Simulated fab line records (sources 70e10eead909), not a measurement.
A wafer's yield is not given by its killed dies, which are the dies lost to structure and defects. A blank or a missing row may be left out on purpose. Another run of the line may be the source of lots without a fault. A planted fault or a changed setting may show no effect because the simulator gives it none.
Matching of chambers :: flow nand-harc :: NHARC_P_BONDPAD_ACTIVATE_29 on rie-diel-11 has 4 sister chambers
The step chemistry N2, time 60 s. 16 wafers are shown with their chamber, then 8 later ones without.

== WAFERS, EACH WITH ITS CHAMBER ==
wafer: L077.1
chamber: 0
showerhead-plenum-p-Torr (Torr): 1.71
drypump-motor-current-A (A): 5.4
oes-product-au (a.u.): 1.014

wafer: L077.2
chamber: 3
showerhead-plenum-p-Torr (Torr): 1.71
drypump-motor-current-A (A): 6.0
oes-product-au (a.u.): 1.009

wafer: L077.3
chamber: 1
showerhead-plenum-p-Torr (Torr): 1.88
drypump-motor-current-A (A): 6.4
oes-product-au (a.u.): 1.012

wafer: L077.4
chamber: 2
showerhead-plenum-p-Torr (Torr): 1.76
drypump-motor-current-A (A): 5.0
oes-product-au (a.u.): 1.016

wafer: L077.5
chamber: 0
showerhead-plenum-p-Torr (Torr): 1.71
drypump-motor-current-A (A): 5.4
oes-product-au (a.u.): 1.020

wafer: L077.6
chamber: 1
showerhead-plenum-p-Torr (Torr): 1.88
drypump-motor-current-A (A): 6.4
oes-product-au (a.u.): 1.025

wafer: L080.2
chamber: 0
showerhead-plenum-p-Torr (Torr): 1.71
drypump-motor-current-A (A): 5.4
oes-product-au (a.u.): 1.018

wafer: L080.4
chamber: 1
showerhead-plenum-p-Torr (Torr): 1.88
drypump-motor-current-A (A): 6.4
oes-product-au (a.u.): 1.007

wafer: L080.5
chamber: 3
showerhead-plenum-p-Torr (Torr): 1.71
drypump-motor-current-A (A): 6.0
oes-product-au (a.u.): 0.999

wafer: L083.2
chamber: 1
showerhead-plenum-p-Torr (Torr): 1.88
drypump-motor-current-A (A): 6.4
oes-product-au (a.u.): 1.002

wafer: L083.3
chamber: 0
showerhead-plenum-p-Torr (Torr): 1.71
drypump-motor-current-A (A): 5.4
oes-product-au (a.u.): 1.022

wafer: L083.4
chamber: 3
showerhead-plenum-p-Torr (Torr): 1.71
drypump-motor-current-A (A): 6.0
oes-product-au (a.u.): 1.005

wafer: L090.4
chamber: 3
showerhead-plenum-p-Torr (Torr): 1.71
drypump-motor-current-A (A): 6.0
oes-product-au (a.u.): 1.001

wafer: L090.5
chamber: 3
showerhead-plenum-p-Torr (Torr): 1.71
drypump-motor-current-A (A): 6.0
oes-product-au (a.u.): 1.002

wafer: L090.6
chamber: 2
showerhead-plenum-p-Torr (Torr): 1.76
drypump-motor-current-A (A): 5.1
oes-product-au (a.u.): 0.991

wafer: L092.1
chamber: 2
showerhead-plenum-p-Torr (Torr): 1.75
drypump-motor-current-A (A): 5.1
oes-product-au (a.u.): 1.001

SIGNATURES (means of the wafers above)
reading: showerhead-plenum-p-Torr
chamber 0: 1.7100
chamber 1: 1.8800
chamber 2: 1.7567
chamber 3: 1.7100
scatter within a chamber: 0.00236

reading: drypump-motor-current-A
chamber 0: 5.400
chamber 1: 6.400
chamber 2: 5.067
chamber 3: 6.000
scatter within a chamber: 0.0236

reading: oes-product-au
chamber 0: 1.01850
chamber 1: 1.01150
chamber 2: 1.00267
chamber 3: 1.00320
scatter within a chamber: 0.00767
Rule: for a wafer and a chamber, the distance is found by dividing, reading by reading, the gap between the wafer's reading and the chamber's mean by the reading's scatter, squaring, summing and taking the root. The wafer belongs to the nearest chamber; if the next one is less than 2 further off, it can't be placed. The scatter: the root of (the sum of the squares of (reading less its chamber's mean) over the shown wafers, divided by (wafers less chambers)).

== WAFERS MISSING THEIR CHAMBER ==
wafer: L092.4
showerhead-plenum-p-Torr (Torr): 1.87
drypump-motor-current-A (A): 6.4
oes-product-au (a.u.): 1.000

wafer: L092.5
showerhead-plenum-p-Torr (Torr): 1.71
drypump-motor-current-A (A): 5.4
oes-product-au (a.u.): 0.999

wafer: L095.4
showerhead-plenum-p-Torr (Torr): 1.70
drypump-motor-current-A (A): 5.5
oes-product-au (a.u.): 0.996

wafer: L095.5
showerhead-plenum-p-Torr (Torr): 1.71
drypump-motor-current-A (A): 6.0
oes-product-au (a.u.): 0.986

wafer: L095.6
showerhead-plenum-p-Torr (Torr): 1.76
drypump-motor-current-A (A): 5.1
oes-product-au (a.u.): 1.012

wafer: L096.2
showerhead-plenum-p-Torr (Torr): 1.87
drypump-motor-current-A (A): 6.4
oes-product-au (a.u.): 0.994

wafer: L096.4
showerhead-plenum-p-Torr (Torr): 1.71
drypump-motor-current-A (A): 6.0
oes-product-au (a.u.): 0.991

wafer: L096.5
showerhead-plenum-p-Torr (Torr): 1.87
drypump-motor-current-A (A): 6.4
oes-product-au (a.u.): 0.989

== THE CHAMBER EACH PASSED THROUGH ==
wafer: L092.4
from the rows above: 1
in truth: 1

wafer: L092.5
from the rows above: 0
in truth: 0

wafer: L095.4
from the rows above: 0
in truth: 0

wafer: L095.5
from the rows above: 3
in truth: 3

wafer: L095.6
from the rows above: 2
in truth: 2

wafer: L096.2
from the rows above: 1
in truth: 1

wafer: L096.4
from the rows above: 3
in truth: 3

wafer: L096.5
from the rows above: 1
in truth: 1
8 of 8 placed correctly. Left unplaced by these rows: 0. Placed wrongly: 0.
